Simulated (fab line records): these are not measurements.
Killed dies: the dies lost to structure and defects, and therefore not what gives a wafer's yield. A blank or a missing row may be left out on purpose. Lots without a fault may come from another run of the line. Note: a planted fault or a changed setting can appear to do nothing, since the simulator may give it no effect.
Chamber matching    flow n5 finfet    rie diel-01 running N5_HKMG_FIN_STRIP_92: 4 sister chambers
The step strips SOC in N2/H2, time 20 s. 8 wafers are shown with their chamber, then 11 later ones without.

== WAFERS PAIRED WITH THEIR CHAMBERS ==
wafer   chamber  drypump motor current A (A)  showerhead plenum p Torr (Torr)
L076.2  1        6.2                          3.43
L083.5  0        5.9                          3.23
L090.3  2        5.6                          3.26
L090.5  0        5.9                          3.22
L092.2  2        5.6                          3.26
L092.4  1        6.2                          3.41
L092.5  3        6.8                          3.43
L093.3  3        6.7                          3.43

== WAFERS WITHOUT THEIR CHAMBER ==
wafer   drypump motor current A (A)  showerhead plenum p Torr (Torr)
L093.5  5.6                          3.25
L093.6  6.2                          3.41
L094.2  6.7                          3.42
L094.3  6.2                          3.41
L094.5  5.6                          3.25
L095.1  6.2                          3.41
L095.4  6.7                          3.42
L095.6  6.2                          3.41
L091.3  5.9                          3.21
L091.4  5.6                          3.25
L091.5  5.6                          3.25

== CHAMBER TAKEN BY EACH ==
wafer   from the rows above  in truth
L093.5  2                    2
L093.6  1                    1
L094.2  3                    3
L094.3  1                    1
L094.5  2                    2
L095.1  1                    1
L095.4  3                    3
L095.6  1                    1
L091.3  0                    0
L091.4  2                    2
L091.5  2                    2
Correctly placed: 11 of 11. Not placeable from these rows: 0. Placed wrongly: 0.
How it was worked out, from the rows above alone: a wafer's distance from a chamber is the root of the sum, over the readings, of the square of ((its reading less the chamber's mean) divided by the reading's scatter). The wafer belongs to the nearest chamber; if the next one is less than 2 further off, it can't be placed. Each chamber's mean is taken over the wafers shown for it. How the scatter is found: for the shown wafers, subtract from each reading the mean of its chamber, square and add these, divide the total by (wafers less chambers), then take the root.
